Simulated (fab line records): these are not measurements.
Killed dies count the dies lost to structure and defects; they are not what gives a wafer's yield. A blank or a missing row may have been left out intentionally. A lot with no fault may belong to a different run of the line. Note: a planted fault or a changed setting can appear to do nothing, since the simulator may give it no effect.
fab line records	flow n5_finfet
[record] lots = 11	wafers = 33	last_day = 17
route steps=1938 shown BEOL_M10@1513 PASSIVATION@1936
lots untouched by any fault: they come from a run of this same line in which no faults occurred
start_h: hours from the record's first day to the start of the lot's first wafer shown	wait_h: hours since the lot's step before	" the same as in the row above	L1.1+2: a single row standing in for several wafers	- no value present, or no start provided	* or withheld: withheld	< > ~ a bound
route shown NAME@n: names a module that has steps shown in the file, with the first one's number in the route	usual: mean/standard deviation of fault-free wafers	same: alike in all rows	chamber/n: place in a boat	sites: each site's reading	_std_site: standard deviation of those values	_edge_site: the outer-site mean with the inner-site mean subtracted	radius_mm: how far each site lies from the wafer's centre	mask NAME#n: copy n	behind: tool/chamber where the wafer was last shaped	hold: reason for holding the lot/hours on hold/outcome of the hold	device: transistor that didn't switch, given as n, p or np	end of line: tests of these same wafers at the route's end	a step without rows: its recipe alone	killed: the dies lost at the first sort to structure and to defects; this is not the yield of the wafer	map: per-die view of a wafer (x killed, . not killed, _ where there is no die)
set.NAME: the setting that was run; set.NAME@STEP: the one run at that earlier step	model.NAME: the simulator's own value behind a step, which no gauge read
the route's steps for a sample of lots (tables are steps, rows are wafers)
services: a tool's chamber out of use, with start hour (start_h, from the record's first day; less than 0 if before it), hours out, and reason
[[steps]]
[step N5_BEOL_M10_ETCH_41]
[recipe] chemistry = CH3F/O2	target = SiCN	target_depth_a = 426	taper_deg = 2	time_s = 86	ion_energy_ev = 120	mask_material = TiN	pressure_mtorr = 30	source_w = 395	bias_w = 75	Ar_flow_sccm = 150	CH3F_flow_sccm = 30	O2_flow_sccm = 20
[usual] bias_w = 74.99/0.21	drypump_motor_current_A = 5.8/0.35	oes_product_au = 0.79/0.086	rf_fwd_power_W = 392.1/1.8	rf_vpp_V = 297.5/1.2	showerhead_plenum_p_Torr = 2.01/0.043	throttle_valve_pct = 16.28/0.26
lot.wafer	tool	chamber	start_h	wait_h	bias_w	drypump_motor_current_A	oes_product_au	rf_fwd_power_W	rf_hours_counter_h	rf_vpp_V	showerhead_plenum_p_Torr	throttle_valve_pct
L858.2	rie_diel-04	0	-	-	74.69	6.1	0.73	394.4	186	298.7	1.98	16.58
L858.4	"	0	"	"	74.87	6.1	0.74	393.8	-	298.1	1.98	16.57
L858.5	"	1	"	"	74.96	6.0	0.83	390.1	-	297.4	2.04	16.47
L860.1	rie_diel-04	3	-	-	74.90	6.0	0.70	393.8	229	298.0	2.06	16.39
L860.4	"	1	"	"	75.06	6.0	0.83	391.9	-	299.0	2.04	16.49
L860.6	"	3	"	"	75.21	6.0	0.70	392.0	-	296.6	2.06	16.40
L863.1	rie_diel-04	0	-	-	74.62	6.1	0.73	391.6	197	296.5	1.98	16.60
L863.2	"	3	"	"	74.85	5.9	0.71	390.6	235	297.2	2.06	16.40
L863.4	"	1	"	"	75.60	6.0	0.83	392.7	66	296.8	2.04	16.51
L865.1	rie_diel-04	0	-	-	74.90	6.0	0.72	395.0	204	296.6	1.98	16.60
L865.2	"	3	"	"	75.06	5.9	0.69	391.4	242	298.2	2.05	16.43
L865.6	"	1	"	"	75.06	6.0	0.80	389.7	-	298.4	2.04	16.53
L868.2	rie_diel-03	0	-	-	74.82	5.3	0.77	393.9	139	298.8	2.09	16.12
L868.3	"	2	"	"	74.92	5.2	0.74	391.5	205	296.9	1.98	16.24
L868.6	"	2	"	"	75.15	5.2	0.74	392.6	-	297.7	1.98	16.23
L871.1	rie_diel-04	0	-	-	75.14	6.1	0.72	395.1	215	297.6	1.97	16.62
L871.2	"	2	"	"	74.78	6.1	0.91	392.8	23	298.6	1.96	15.89
L871.5	"	2	"	"	75.07	6.1	0.91	394.7	-	297.3	1.96	15.89
L872.1	rie_diel-04	0	-	-	75.23	6.0	0.70	390.9	218	295.8	1.97	16.65
L872.5	"	1	"	"	75.16	6.0	0.79	391.7	-	297.4	2.03	16.55
L872.6	"	2	"	"	75.22	6.1	0.90	392.6	-	295.4	1.96	15.89
L873.1	rie_diel-04	1	-	-	75.10	6.0	0.79	390.5	87	297.1	2.03	16.53
L873.3	"	2	"	"	74.92	6.1	0.89	393.3	28	297.1	1.96	15.90
L873.5	"	2	"	"	75.03	6.1	0.89	393.3	-	296.3	1.96	15.91
L875.1	rie_diel-04	0	-	-	74.90	6.1	0.70	394.4	235	294.6	1.97	16.67
L875.2	"	3	"	"	74.71	5.9	1.00	391.2	9	299.3	2.05	15.98
L875.5	"	0	"	"	74.69	6.0	0.70	395.3	-	295.5	1.97	16.66
L876.2	rie_diel-04	0	-	-	74.44	6.1	0.70	395.1	236	296.9	1.97	16.68
L876.4	"	1	"	"	74.61	6.0	0.77	390.2	102	298.5	2.03	16.57
L876.6	"	2	"	"	74.72	6.0	0.87	392.3	-	295.0	1.96	15.94
L878.1	rie_diel-03	3	-	-	74.97	6.0	0.84	390.9	54	297.0	2.04	16.07
L878.3	"	0	"	"	75.34	5.3	0.74	391.4	168	299.2	2.08	16.19
L878.4	"	2	"	"	74.72	5.2	0.72	391.2	237	296.6	1.97	16.30
[step N5_BEOL_M10_OCD_MEAS_38]
[usual] trench_depth_nm = 148.6/2.7
lot.wafer	tool	chamber	start_h	wait_h	trench_depth_nm
L858.2	ocd-01	-	217.71	-	147.5
L858.4	"	-	"	"	147.4
L858.5	"	-	"	"	151.2
L860.1	ocd-02	-	230.29	-	145.8
L860.4	"	-	"	"	150.1
L860.6	"	-	"	"	145.0
L863.1	ocd-02	-	247.24	-	146.0
L863.2	"	-	"	"	146.2
L863.4	"	-	"	"	150.3
L865.1	ocd-02	-	273.55	-	145.4
L865.2	"	-	"	"	146.1
L865.6	"	-	"	"	147.8
L868.2	ocd-02	-	292.47	-	149.4
L868.3	"	-	"	"	150.9
L868.6	"	-	"	"	151.5
L871.1	ocd-02	-	297.11	-	146.0
L871.2	"	-	"	"	149.7
L871.5	"	-	"	"	151.5
L872.1	ocd-02	-	304.50	-	147.0
L872.5	"	-	"	"	148.7
L872.6	"	-	"	"	151.6
L873.1	ocd-02	-	308.40	-	148.4
L873.3	"	-	"	"	149.0
L873.5	"	-	"	"	151.8
L875.1	ocd-02	-	337.86	-	146.1
L875.2	"	-	"	"	154.4
L875.5	"	-	"	"	145.6
L876.2	ocd-01	-	339.47	-	146.4
L876.4	"	-	"	"	148.5
L876.6	"	-	"	"	152.1
L878.1	ocd-01	-	357.55	-	150.0
L878.3	"	-	"	"	147.0
L878.4	"	-	"	"	149.9
[step N5_BEOL_M10_ALD_74]
[recipe] material = TaN	target_thk_a = 20	temp_c = 275	ald_precursor_family = PDMAT	ald_co_reactant = NH3	pressure_torr = 3	carrier_flow_sccm = 1500	pulse_time_s = 2	purge_time_s = 3	co_reactant_purge_time_s = 2	co_reactant_pulse_time_s = 3	ald_cycles = 40	precursor_vessel_temp_c = 75	precursor_vessel_pressure_torr = 26.25	precursor_vessel_carrier_sccm = 1000
[usual] ald_cycles = 40/0	heater_power_w = 416/40
lot.wafer	tool	chamber	start_h	wait_h	ald_cycles	heater_power_w
L858.2	ald_metal-04	3	218.52	0.0	40	392
L858.4	"	1	"	"	40	420
L858.5	"	0	"	"	40	428
L860.1	ald_metal-01	0	231.88	0.0	40	411
L860.4	"	3	"	"	40	440
L860.6	"	0	"	"	40	422
L863.1	ald_metal-01	2	248.21	0.3	40	452
L863.2	"	3	"	"	40	464
L863.4	"	0	"	"	40	401
L865.1	ald_metal-04	2	275.22	0.0	40	441
L865.2	"	1	"	"	40	423
L865.6	"	1	"	"	40	424
L868.2	ald_metal-01	2	293.49	0.1	63	471
L868.3	"	0	"	"	63	405
L868.6	"	0	"	"	63	413
L871.1	ald_metal-01	3	297.97	0.0	40	457
L871.2	"	1	"	"	63	357
L871.5	"	1	"	"	40	356
L872.1	ald_metal-03	0	305.47	0.0	40	423
L872.5	"	1	"	"	40	363
L872.6	"	2	"	"	40	415
L873.1	ald_metal-01	0	311.29	0.2	40	404
L873.3	"	3	"	"	63	471
L873.5	"	0	"	"	40	417
L875.1	ald_metal-03	1	338.72	0.1	40	360
L875.2	"	3	"	"	40	473
L875.5	"	1	"	"	40	361
L876.2	ald_metal-03	2	340.18	0.0	40	438
L876.4	"	0	"	"	40	424
L876.6	"	1	"	"	40	352
L878.1	ald_metal-03	3	358.89	0.0	40	474
L878.3	"	1	"	"	40	352
L878.4	"	2	"	"	40	429
[step N5_BEOL_M10_RS_MEAS_57]
[recipe] thk_meas_gauge = four-point-probe	reads = Cu_of_BEOL_M10_ECD_50+Co_of_BEOL_M10_CVD_75+TaN_of_BEOL_M10_ALD_74
[usual] M10_RS = 0.151/0.0035
lot.wafer	tool	chamber	start_h	wait_h	M10_RS[ohm/sq]
L858.2	film_metro-01	-	220.09	0.1	0.151
L858.4	"	-	"	"	0.153
L858.5	"	-	"	"	0.148
L860.1	film_metro-01	-	233.41	0.1	0.156
L860.4	"	-	"	"	0.149
L860.6	"	-	"	"	0.155
L863.1	film_metro-01	-	251.14	0.1	0.155
L863.2	"	-	"	"	0.156
L863.4	"	-	"	"	0.150
L865.1	film_metro-02	-	276.72	0.1	0.157
L865.2	"	-	"	"	0.152
L865.6	"	-	"	"	0.152
L868.2	film_metro-02	-	295.47	0.1	0.152
L868.3	"	-	"	"	0.151
L868.6	"	-	"	"	0.149
L871.1	film_metro-01	-	299.92	0.1	0.153
L871.2	"	-	"	"	0.151
L871.5	"	-	"	"	0.146
L872.1	film_metro-01	-	307.22	0.1	0.154
L872.5	"	-	"	"	0.154
L872.6	"	-	"	"	0.150
L873.1	film_metro-01	-	313.33	0.1	0.151
L873.3	"	-	"	"	0.151
L873.5	"	-	"	"	0.148
L875.1	film_metro-02	-	341.12	0.1	0.155
L875.2	"	-	"	"	0.144
L875.5	"	-	"	"	0.155
L876.2	film_metro-01	-	341.81	0.1	0.153
L876.4	"	-	"	"	0.151
L876.6	"	-	"	"	0.147
L878.1	film_metro-01	-	360.30	0.1	0.149
L878.3	"	-	"	"	0.154
L878.4	"	-	"	"	0.148
[step N5_PASSIVATION_PROBE_49]
[usual] defect_limited_yield = 91.4/1.4	killed_at_M0_to_M3 = 31/10	killed_at_M4_up = 14/5.6	killed_at_contacts = 13/6.3	killed_at_front_end = 39/10	killed_at_other = 4/3.1	killed_dies = 101/16	killed_open = 65/13	killed_short = 34/7.2	sort_bin_5_function = 5.1/0.88	sort_bin_6_memory = 3.2/0.66	sort_bin_8_speed = 0.00/0.007	sort_n_pass = 1079/16	sort_yield_pct = 91.4/1.4
[same] gross_dies = 1180	killed_at_back_side = 0	sort_bin_4_leakage[%] = 0
lot.wafer	tool	chamber	start_h	wait_h	defect_limited_yield[%]	killed_at_M0_to_M3	killed_at_M4_up	killed_at_contacts	killed_at_front_end	killed_at_other	killed_dies	killed_open	killed_short	sort_bin_5_function[%]	sort_bin_6_memory[%]	sort_bin_8_speed[%]	sort_n_pass	sort_yield_pct[%]
L865.1	prober-02	-	325.07	0.0	91.8	43	8	7	38	1	97	57	40	5.0	3.0	0	1083	91.8
// killed by level:class
L865.1 GATE_CUT:geometric_particle:short=12 BEOL_M2:geometric_particle:open=10 BEOL_M4:geometric_particle:open=6 GATE_CUT:geometric_particle:open=6 BEOL_M3:geometric_particle:open=6 BEOL_M0_SAQP:geometric_particle:short=5 BEOL_M0_SAQP:geometric_particle:open=5 BEOL_M0:geometric_particle:short=4
[[services]]
tool	chamber	start_h	hours	kind
rie_diel-04	2	210.28	-	clean
rie_diel-04	2	210.28	-	consumable_replace:focus_ring
rie_diel-04	2	210.28	22.0	scheduled_down
rie_diel-04	2	210.28	22.0	vent_cycle
rie_diel-03	-	211.67	1.7	repair
ald_metal-03	-	234.39	8.7	pm
ald_metal-03	3	243.38	8.7	repair
ald_metal-01	0	252.53	34.1	repair
ald_metal-01	-	257.65	6.0	pm
rie_diel-04	1	287.30	4.7	repair
ald_metal-03	0	291.00	3.5	repair
rie_diel-03	3	291.56	6.8	repair
rie_diel-04	3	292.69	-	clean
rie_diel-04	3	292.69	-	consumable_replace:focus_ring
rie_diel-04	3	292.69	16.7	scheduled_down
rie_diel-04	3	292.69	16.7	vent_cycle
rie_diel-03	-	293.56	1.1	repair
rie_diel-03	0	296.71	5.3	repair
rie_diel-04	-	308.37	4.3	pm
rie_diel-04	3	321.46	9.9	repair
ald_metal-04	-	337.59	14.0	pm
ald_metal-04	0	337.59	14.0	vent_cycle
ald_metal-04	1	337.59	14.0	vent_cycle
ald_metal-04	2	337.59	47.9	vent_cycle
[[key]]
[first_sign] step = N5_BEOL_M10_ALD_74	reading = ald_cycles	direction = up	sigmas = 99+	usual = *	struck = *
effect none on later readings
met_at N5_BEOL_M10_ALD_74
struck_lots L868,L871,L873
struck_wafers L868.2,L868.3,L868.6,L871.2,L873.3
not_acting_at N5_BEOL_M10_ETCH_41,N5_BEOL_M10_OCD_MEAS_38,N5_BEOL_M10_RS_MEAS_57
onset_between 248.21 293.49
[fault] kind = process_parameter_drift	tool = ald_metal-01	chamber = -	onset_h = 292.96	steps = N5_BEOL_M10_ALD_74	channel = ald_cycles	offset = *	shape = step	end_h = 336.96	scope = struck_wafers_only	acts_in = *	stated = *
